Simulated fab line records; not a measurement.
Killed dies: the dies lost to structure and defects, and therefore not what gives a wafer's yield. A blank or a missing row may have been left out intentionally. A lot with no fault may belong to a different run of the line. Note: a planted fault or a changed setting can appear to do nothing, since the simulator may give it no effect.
Chamber matching | flow n5Finfet | N5_FIN_SAQP_MANDREL_ETCH_58 on rieSi-01 has 4 sister chambers
The step etches a-Si in HBr/Cl2, stops on SiNx, target depth 45 nm, bt time 10 s, time 27 s. 18 wafers are shown with their chamber, then 9 later ones without.

WAFERS PAIRED WITH THEIR CHAMBERS
wafer  | chamber | throttleValvePct (%) | drypumpMotorCurrentA (A) | oesProductAu (a.u.)
L076.2 | 2       | 35.29                | 5.8                      | 0.675
L076.5 | 1       | 36.00                | 5.9                      | 0.698
L076.6 | 0       | 35.50                | 5.5                      | 0.709
L077.1 | 1       | 35.99                | 5.9                      | 0.693
L077.5 | 3       | 35.81                | 6.1                      | 0.686
L077.6 | 0       | 35.48                | 5.5                      | 0.708
L080.3 | 3       | 35.82                | 6.1                      | 0.681
L080.4 | 0       | 35.47                | 5.5                      | 0.705
L080.5 | 3       | 35.81                | 6.1                      | 0.691
L081.2 | 0       | 35.48                | 5.5                      | 0.697
L081.4 | 2       | 35.27                | 5.8                      | 0.678
L081.5 | 3       | 35.82                | 6.1                      | 0.689
L082.1 | 3       | 35.84                | 6.1                      | 0.682
L082.2 | 2       | 35.31                | 5.8                      | 0.669
L082.5 | 1       | 35.99                | 5.8                      | 0.688
L083.3 | 1       | 35.99                | 5.9                      | 0.693
L083.5 | 3       | 35.81                | 6.1                      | 0.685
L083.6 | 0       | 35.49                | 5.5                      | 0.699

SIGNATURES, as means of the wafers listed above
reading              | chamber 0 | chamber 1 | chamber 2 | chamber 3 | scatter within a chamber
throttleValvePct     | 35.4840   | 35.9925   | 35.2900   | 35.8183   | 0.0122
drypumpMotorCurrentA | 5.500     | 5.875     | 5.800     | 6.100     | 0.0231
oesProductAu         | 0.70360   | 0.69300   | 0.67400   | 0.68567   | 0.00449
Rule: a wafer lies at a distance from a chamber equal to the root of the sum of squares, over the readings, of (its reading less the chamber's mean, divided by the reading's scatter). If the next closest chamber is less than 2 further off than the closest, the wafer can't be placed; otherwise it belongs to the closest. How the scatter is found: for the shown wafers, subtract from each reading the mean of its chamber, square and add these, divide the total by (wafers less chambers), then take the root.

WAFERS WITHOUT THEIR CHAMBER
wafer  | throttleValvePct (%) | drypumpMotorCurrentA (A) | oesProductAu (a.u.)
L089.1 | 35.47                | 5.5                      | 0.698
L089.2 | 35.99                | 5.9                      | 0.682
L089.3 | 35.28                | 5.8                      | 0.677
L092.4 | 35.96                | 5.9                      | 0.695
L092.5 | 35.99                | 5.9                      | 0.698
L092.6 | 35.46                | 5.5                      | 0.718
L094.2 | 35.49                | 5.5                      | 0.697
L094.3 | 35.83                | 6.1                      | 0.678
L094.6 | 36.00                | 5.9                      | 0.696

WHICH CHAMBER EACH ONE RAN IN
wafer  | from the rows above | in truth
L089.1 | 0                   | 0
L089.2 | 1                   | 1
L089.3 | 2                   | 2
L092.4 | 1                   | 1
L092.5 | 1                   | 1
L092.6 | 0                   | 0
L094.2 | 0                   | 0
L094.3 | 3                   | 3
L094.6 | 1                   | 1
Correctly placed: 9 of 9. From these rows, 0 cannot be placed. Placed wrongly: 0.
